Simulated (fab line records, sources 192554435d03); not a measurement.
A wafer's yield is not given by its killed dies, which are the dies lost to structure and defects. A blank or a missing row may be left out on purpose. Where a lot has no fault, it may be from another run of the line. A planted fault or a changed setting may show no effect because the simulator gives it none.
fab line records	flow n5Finfet	part 2 of 2: steps 4 to 6 of 6
[record] lots = 24	wafers = 72	lastDay = 17
route steps=1938 shown SDB@374 DUMMY_REMOVAL@378 HKMG_FIN@407 GATE_CUT@468
lots with no fault: from the same line, run without faults
startH: hours from the record's opening day to when the first of the lot's shown wafers began	waitH: hours since the lot's step before	" unchanged from the row above	L1.1+2: a single row standing in for several wafers	- no value present, or no start provided	* or withheld: withheld	< > ~ a bound
route shown NAME@n: a module of which the file shows steps, and the number in the route of the first	usual: average and standard deviation across the fault-free wafers	same: alike in all rows	chamber/n: place in a boat	sites: per-site readings	_std_site: how widely they spread, as a standard deviation	_edge_site: mean of outer sites minus mean of inner sites	radiusMm: how far each site lies from the wafer's centre	mask NAME#n: copy n	behind: the tool/chamber that last shaped the wafer	hold: why the lot went on hold/how many hours it stayed there/how the hold came to an end	device: which transistor (n, p or np) failed to switch	end of line: at the end of the route, the tests of the same wafers	step lacking rows: just its recipe	killed: dies lost to structure and defects at the first sort, not the wafer's yield	map: the dies of a wafer, with x for killed, . for not killed, _ for no die there
set.NAME: the setting as run; set.NAME@STEP: as run at that earlier step	model.NAME: the simulator's own value behind a step, which no gauge read
the route's steps for a sample of lots (tables are steps, rows are wafers)
services: from which hour (startH, from the record's first day; less than 0 if before it) a tool's chamber was out of use, for how many hours, and why
[[steps]]
[step N5_HKMG_FIN_STRIP_93]
[recipe] chemistry = N2/H2	material = SOC	timeS = 20	powerW = 500	tempC = 40	pressureMtorr = 50	rfFrequencyHz = 6e+07	biasPowerW = 8	h2Frac = 0.5	n2FlowSccm = 300	h2FlowSccm = 300
[usual] biasPowerW = 8.002/0.024	drypumpMotorCurrentA = 5.5/0.37	oesProductAu = 0.78/0.081	rfVppV = 54.2/1.1	showerheadPlenumPTorr = 3.32/0.11	throttleValvePct = 19.0/0.33
lot.wafer	tool	chamber	startH	waitH	biasPowerW	drypumpMotorCurrentA	oesProductAu	rfHoursCounterH	rfVppV	showerheadPlenumPTorr	throttleValvePct
L074.2	rieDiel-01	2	75.32	0.2	8.009	5.4	0.90	33	55.3	3.40	18.4
L074.4	"	3	"	"	8.002	5.9	0.71	168	54.0	3.49	19.1
L074.5	"	1	"	"	8.005	5.2	0.78	-	53.3	3.37	18.9
L075.1	rieDiel-05	1	77.35	0.2	7.982	5.6	0.83	36	53.7	3.29	18.9
L075.2	"	3	"	"	7.981	5.0	0.74	185	55.9	3.46	18.5
L075.5	"	1	"	"	7.974	5.6	0.83	-	54.1	3.29	18.9
L076.3	rieDiel-05	3	84.31	0.2	8.039	5.0	0.74	188	54.8	3.46	18.5
L076.5	"	0	"	"	8.031	4.9	0.75	-	52.2	3.24	19.1
L076.6	"	1	"	"	8.024	5.6	0.83	-	56.7	3.29	18.9
L077.2	rieDiel-05	0	90.00	0.2	7.982	4.9	0.75	169	55.0	3.24	19.1
L077.3	"	2	"	"	7.996	5.7	0.82	114	53.7	3.13	19.5
L077.4	"	3	"	"	8.000	5.0	0.74	190	54.5	3.46	18.5
L078.2	rieDiel-01	0	97.23	0.2	8.022	6.1	0.94	9	52.6	3.28	18.8
L078.3	"	3	"	"	8.036	5.9	0.71	176	54.6	3.49	19.2
L078.4	"	1	"	"	8.051	5.2	0.77	122	53.8	3.37	18.9
L079.2	rieDiel-01	2	103.81	0.2	8.021	5.4	0.88	43	53.5	3.40	18.4
L079.3	"	3	"	"	8.014	6.0	0.71	178	54.8	3.49	19.1
L079.6	"	3	"	"	7.984	6.0	0.71	-	54.1	3.49	19.1
L080.3	rieDiel-05	3	111.28	0.2	7.974	5.0	0.74	197	55.7	3.45	18.6
L080.4	"	2	"	"	8.001	5.7	0.81	121	53.5	3.13	19.5
L080.6	"	2	"	"	8.024	5.7	0.81	-	54.6	3.13	19.5
L081.3	rieDiel-05	1	114.76	0.2	8.023	5.6	0.81	51	54.4	3.28	18.9
L081.4	"	0	"	"	7.988	4.9	0.72	176	53.9	3.23	19.1
L081.6	"	2	"	"	7.978	5.7	0.81	-	52.5	3.13	19.5
L082.1	rieDiel-05	3	118.09	0.2	8.012	5.0	0.73	199	52.7	3.45	18.6
L082.2	"	0	"	"	7.962	4.9	0.73	178	53.2	3.23	19.1
L082.3	"	1	"	"	8.001	5.6	0.81	52	54.2	3.28	18.9
L083.2	rieDiel-01	2	124.48	0.2	7.957	5.4	0.87	49	55.7	3.39	18.4
L083.5	"	0	"	"	7.986	6.0	0.92	-	53.5	3.27	18.8
L083.6	"	3	"	"	7.992	5.9	0.71	-	55.0	3.49	19.2
L084.2	rieDiel-01	2	131.91	0.2	7.976	5.4	0.86	52	54.0	3.39	18.4
L084.3	"	1	"	"	8.039	5.2	0.75	134	53.7	3.36	18.9
L084.4	"	3	"	"	7.987	5.9	0.69	187	54.1	3.48	19.2
L085.1	rieDiel-04	1	141.65	0.2	8.049	5.6	0.68	225	52.3	3.20	19.4
L085.4	"	3	"	"	7.967	5.1	0.69	244	55.4	3.46	19.1
L085.5	"	2	"	"	7.945	5.7	0.68	-	54.8	3.42	19.0
L086.1	rieDiel-04	2	148.72	0.2	8.013	5.7	0.68	222	56.1	3.41	19.0
L086.2	"	1	"	"	7.947	5.6	0.68	227	54.0	3.20	19.4
L086.6	"	1	"	"	7.974	5.6	0.69	-	52.9	3.20	19.4
L088.2	rieDiel-04	2	158.21	0.2	8.033	5.7	0.68	227	53.6	3.41	19.0
L088.5	"	2	"	"	7.997	5.7	0.68	-	54.1	3.41	19.0
L088.6	"	3	"	"	8.014	5.1	0.69	-	53.1	3.46	19.1
L087.1	rieDiel-05	2	158.64	0.2	8.002	5.7	0.80	139	52.6	3.12	19.6
L087.2	"	3	"	"	8.010	5.0	0.73	214	54.5	3.44	18.6
L087.4	"	0	"	"	8.011	4.9	0.73	188	52.7	3.23	19.1
L089.1	rieDiel-04	2	171.13	0.2	7.986	5.7	0.67	233	54.0	3.41	19.0
L089.4	"	2	"	"	8.009	5.7	0.67	-	55.1	3.41	19.0
L089.6	"	0	"	"	8.005	6.1	0.93	-	55.2	3.43	18.4
L090.1	rieDiel-01	3	177.45	0.2	8.031	6.0	0.68	204	55.5	3.47	19.2
L090.3	"	2	"	"	8.001	5.4	0.84	68	54.4	3.38	18.5
L090.5	"	0	"	"	8.033	6.0	0.88	-	54.5	3.26	18.9
L091.2	rieDiel-05	0	181.57	0.2	7.952	4.9	0.72	195	52.7	3.23	19.1
L091.4	"	1	"	"	7.996	5.6	0.78	73	51.5	3.27	19.0
L091.6	"	2	"	"	8.027	5.7	0.78	-	53.1	3.12	19.6
L092.2	rieDiel-01	2	186.24	0.2	7.961	5.4	0.85	72	54.5	3.38	18.4
L092.4	"	0	"	"	7.964	6.0	0.87	41	54.6	3.26	18.8
L092.6	"	3	"	"	8.010	5.9	0.69	-	54.3	3.47	19.2
L093.2	rieDiel-04	0	188.97	0.2	8.006	6.0	0.90	14	55.3	3.43	18.4
L093.3	"	2	"	"	7.997	5.7	0.66	242	54.8	3.41	19.0
L093.5	"	0	"	"	8.008	6.0	0.90	-	53.1	3.43	18.4
L094.1	rieDiel-05	2	197.01	0.2	7.973	5.7	0.79	152	52.8	3.12	19.6
L094.5	"	1	"	"	8.030	5.6	0.77	-	55.6	3.27	19.0
L094.6	"	2	"	"	7.984	5.7	0.78	-	55.3	3.12	19.6
L095.1	rieDiel-01	1	199.63	0.2	8.007	5.2	0.73	160	54.0	3.35	18.9
L095.2	"	0	"	"	8.013	6.1	0.86	46	55.0	3.26	18.9
L095.5	"	0	"	"	7.991	6.0	0.86	-	54.5	3.26	18.9
L096.2	rieDiel-04	3	209.97	0.2	7.978	5.0	0.95	10	55.4	3.45	18.6
L096.4	"	3	"	"	7.993	5.1	0.95	-	55.5	3.45	18.6
L096.6	"	0	"	"	8.010	6.0	0.87	-	56.6	3.42	18.4
L097.3	rieDiel-05	1	212.10	0.2	8.045	5.6	0.77	83	54.3	3.26	19.0
L097.5	"	1	"	"	8.057	5.6	0.77	-	52.7	3.27	19.0
L097.6	"	0	"	"	7.980	4.8	0.71	-	52.7	3.22	19.1
[step N5_HKMG_FIN_ALD_79]
[recipe] material = TiN	targetThkA = 15	tempC = 400	aldPrecursorFamily = TiCl4	aldCoReactant = NH3	pulseTimeS = 1	purgeTimeS = 3	coReactantPurgeTimeS = 2	coReactantPulseTimeS = 2	aldCycles = 68	pressureTorr = 3
[usual] heaterPowerW = 912/130	precursorPulseHeightRel = 0.999/0.02
lot.wafer	tool	chamber	startH	waitH	heaterPowerW	precursorPulseHeightRel
L074.2	aldMetal-04	3	76.03	0.0	861	0.971
L074.4	"	0	"	"	1015	1.004
L074.5	"	0	"	"	990	0.999
L075.1	aldMetal-03	0	77.99	0.0	1034	1.005
L075.2	"	2	"	"	796	0.978
L075.5	"	0	"	"	1080	0.995
L076.3	aldMetal-03	1	84.95	0.0	836	0.984
L076.5	"	2	"	"	801	0.955
L076.6	"	1	"	"	852	0.970
L077.2	aldMetal-04	3	90.64	0.0	872	0.990
L077.3	"	2	"	"	1069	0.964
L077.4	"	0	"	"	977	0.973
L078.2	aldMetal-04	3	97.88	0.0	847	0.969
L078.3	"	1	"	"	939	1.012
L078.4	"	2	"	"	1044	1.009
L079.2	aldMetal-04	1	104.48	0.0	926	1.012
L079.3	"	0	"	"	976	0.981
L079.6	"	3	"	"	848	1.006
L080.3	aldMetal-04	2	111.92	0.0	1068	0.995
L080.4	"	0	"	"	991	0.991
L080.6	"	0	"	"	958	1.003
L081.3	aldMetal-04	1	115.44	0.0	932	0.981
L081.4	"	0	"	"	995	1.004
L081.6	"	3	"	"	834	1.039
L082.1	aldMetal-01	0	118.73	0.0	728	1.014
L082.2	"	2	"	"	831	0.983
L082.3	"	3	"	"	684	0.999
L083.2	aldMetal-01	0	125.12	0.0	740	1.021
L083.5	"	2	"	"	842	1.029
L083.6	"	1	"	"	1232	1.000
L084.2	aldMetal-03	2	132.55	0.0	814	0.987
L084.3	"	3	"	"	824	1.029
L084.4	"	1	"	"	833	1.000
L085.1	aldMetal-01	1	142.34	0.0	1203	0.956
L085.4	"	3	"	"	703	1.007
L085.5	"	3	"	"	701	0.974
L086.1	aldMetal-01	2	149.36	0.0	850	1.032
L086.2	"	3	"	"	691	1.012
L086.6	"	0	"	"	732	1.024
L088.2	aldMetal-01	2	158.85	0.0	823	0.956
L088.5	"	2	"	"	859	0.999
L088.6	"	1	"	"	1145	1.019
L087.1	aldMetal-03	0	159.28	0.0	1059	1.013
L087.2	"	3	"	"	829	0.999
L087.4	"	2	"	"	780	0.987
L089.1	aldMetal-03	3	171.77	0.0	836	0.940
L089.4	"	2	"	"	804	0.986
L089.6	"	2	"	"	797	0.960
L090.1	aldMetal-01	3	178.09	0.0	716	0.978
L090.3	"	0	"	"	741	1.007
L090.5	"	0	"	"	741	0.968
L091.2	aldMetal-03	1	182.20	0.0	852	1.007
L091.4	"	3	"	"	834	1.027
L091.6	"	1	"	"	854	1.014
L092.2	aldMetal-04	3	186.88	0.0	864	1.015
L092.4	"	1	"	"	909	1.016
L092.6	"	1	"	"	922	0.980
L093.2	aldMetal-01	3	189.61	0.0	687	1.018
L093.3	"	2	"	"	827	0.997
L093.5	"	0	"	"	755	1.006
L094.1	aldMetal-04	2	197.65	0.0	1055	1.015
L094.5	"	2	"	"	1068	1.028
L094.6	"	1	"	"	909	0.993
L095.1	aldMetal-04	3	200.26	0.0	848	1.027
L095.2	"	2	"	"	1059	1.019
L095.5	"	1	"	"	914	0.984
L096.2	aldMetal-04	2	210.61	0.0	1070	1.000
L096.4	"	3	"	"	852	1.001
L096.6	"	3	"	"	845	1.018
L097.3	aldMetal-04	3	212.75	0.0	829	1.021
L097.5	"	1	"	"	929	1.009
L097.6	"	2	"	"	1053	1.024
[step N5_GATE_CUT_VAPOR_ETCH_60]
[recipe] chemistry = BCl3/Cl2	target = HfO2	mode = isotropic
[usual] drypumpMotorCurrentA = 5.7/0.48	heBacksideLeakSccm = 3.46/0.16	oesProductAu = 0.78/0.074
lot.wafer	tool	chamber	startH	waitH	drypumpMotorCurrentA	heBacksideLeakSccm	oesProductAu
L074.2	rieMetal-03	1	82.78	0.0	6.1	3.65	0.66
L074.4	"	1	"	"	6.1	3.60	0.65
L074.5	"	1	"	"	6.1	3.60	0.65
L075.1	rieMetal-03	0	84.69	0.0	5.8	3.30	0.96
L075.2	"	1	"	"	6.1	3.71	0.65
L075.5	"	0	"	"	5.8	3.53	0.96
L076.3	rieMetal-03	0	91.68	0.0	5.8	3.33	0.94
L076.5	"	1	"	"	6.1	3.72	0.65
L076.6	"	0	"	"	5.8	3.21	0.94
L077.2	rieMetal-02	1	97.72	0.0	6.3	3.28	0.81
L077.3	"	1	"	"	6.3	3.29	0.82
L077.4	"	0	"	"	5.9	3.52	0.73
L078.2	rieMetal-02	0	104.71	0.0	6.0	3.63	0.73
L078.3	"	1	"	"	6.3	3.19	0.83
L078.4	"	0	"	"	6.0	3.72	0.73
L079.2	rieMetal-01	0	111.18	0.0	5.6	3.39	0.76
L079.3	"	1	"	"	4.9	3.48	0.82
L079.6	"	0	"	"	5.6	3.29	0.77
L080.3	rieMetal-01	1	118.70	0.0	4.9	3.38	0.82
L080.4	"	0	"	"	5.6	3.42	0.77
L080.6	"	1	"	"	4.9	3.48	0.82
L081.3	rieMetal-01	0	122.15	0.0	5.6	3.36	0.77
L081.4	"	1	"	"	4.9	3.28	0.82
L081.6	"	0	"	"	5.6	3.37	0.76
L082.1	rieMetal-02	0	125.52	0.0	5.9	3.80	0.73
L082.2	"	1	"	"	6.3	3.29	0.82
L082.3	"	1	"	"	6.3	3.23	0.82
L083.2	rieMetal-03	0	131.99	0.0	5.8	3.40	0.91
L083.5	"	0	"	"	5.8	3.18	0.91
L083.6	"	1	"	"	6.1	3.59	0.64
L084.2	rieMetal-03	1	139.35	0.0	6.1	3.66	0.64
L084.3	"	0	"	"	5.8	3.46	0.92
L084.4	"	1	"	"	6.1	3.59	0.65
L085.1	rieMetal-02	0	148.93	0.0	5.9	3.60	0.72
L085.4	"	0	"	"	5.9	3.60	0.72
L085.5	"	0	"	"	5.9	3.58	0.71
L086.1	rieMetal-01	0	156.62	0.0	5.6	3.48	0.76
L086.2	"	1	"	"	4.9	3.49	0.81
L086.6	"	1	"	"	4.9	3.39	0.81
L088.2	rieMetal-01	0	165.54	0.0	5.6	3.44	0.76
L088.5	"	0	"	"	5.6	3.41	0.75
L088.6	"	1	"	"	4.9	3.55	0.80
L087.1	rieMetal-02	1	166.27	0.0	6.3	3.29	0.81
L087.2	"	0	"	"	5.9	3.70	0.72
L087.4	"	1	"	"	6.3	3.39	0.80
L089.1	rieMetal-01	1	178.60	0.0	4.9	3.36	0.80
L089.4	"	1	"	"	4.9	3.46	0.80
L089.6	"	1	"	"	4.9	3.48	0.80
L090.1	rieMetal-02	0	184.93	0.0	5.9	3.66	0.72
L090.3	"	1	"	"	6.3	3.39	0.80
L090.5	"	0	"	"	6.0	3.68	0.72
L091.2	rieMetal-01	1	189.05	0.0	4.9	3.55	0.81
L091.4	"	1	"	"	4.9	3.50	0.81
L091.6	"	1	"	"	4.9	3.52	0.80
L092.2	rieMetal-01	1	193.68	0.0	4.9	3.38	0.81
L092.4	"	0	"	"	5.6	3.40	0.76
L092.6	"	1	"	"	4.9	3.35	0.81
L093.2	rieMetal-01	1	196.32	0.0	4.9	3.59	0.81
L093.3	"	0	"	"	5.6	3.29	0.75
L093.5	"	1	"	"	4.9	3.56	0.81
L094.1	rieMetal-02	1	204.92	0.0	6.3	3.19	0.79
L094.5	"	0	"	"	5.9	3.66	0.71
L094.6	"	1	"	"	6.3	3.26	0.78
L095.1	rieMetal-02	1	207.44	0.0	6.3	3.26	0.79
L095.2	"	0	"	"	6.0	3.65	0.71
L095.5	"	1	"	"	6.3	3.37	0.79
L096.2	rieMetal-01	0	218.70	0.0	5.6	3.34	0.75
L096.4	"	0	"	"	5.6	3.54	0.75
L096.6	"	0	"	"	5.6	3.49	0.75
L097.3	rieMetal-02	1	219.79	0.0	6.3	3.31	0.78
L097.5	"	0	"	"	5.9	3.42	0.71
L097.6	"	1	"	"	6.3	3.25	0.78
[[services]]
tool	chamber	startH	hours	kind
cmp-01	-	48.86	4.0	pm
cmp-01	-	52.86	-	consumableReplace:conditioner
rieMetal-03	-	54.77	14.6	pm
cmp-02	-	59.73	6.5	pm
rieDiel-06	1	63.75	8.0	repair
rieDiel-04	-	64.98	1.1	repair
cmp-04	-	74.21	7.2	pm
rieDiel-01	1	81.27	3.3	repair
cmp-01	-	83.26	0.6	repair
rieDiel-03	3	88.50	7.6	repair
cmp-01	-	101.37	3.6	repair
cmp-04	-	108.73	0.6	repair
cmp-02	-	118.29	2.6	repair
cmp-04	-	128.38	4.0	pm
rieDiel-02	-	142.37	0.3	repair
cmp-02	-	144.83	5.2	repair
rieDiel-05	0	148.21	4.6	repair
rieMetal-01	-	168.05	2.8	pm
cmp-04	-	177.98	8.8	pm
cmp-01	-	180.63	0.8	repair
cmp-01	-	190.22	0.7	repair
rieDiel-01	3	195.47	16.5	repair
rieDiel-04	0	199.60	4.3	repair
rieMetal-03	-	218.58	4.9	repair
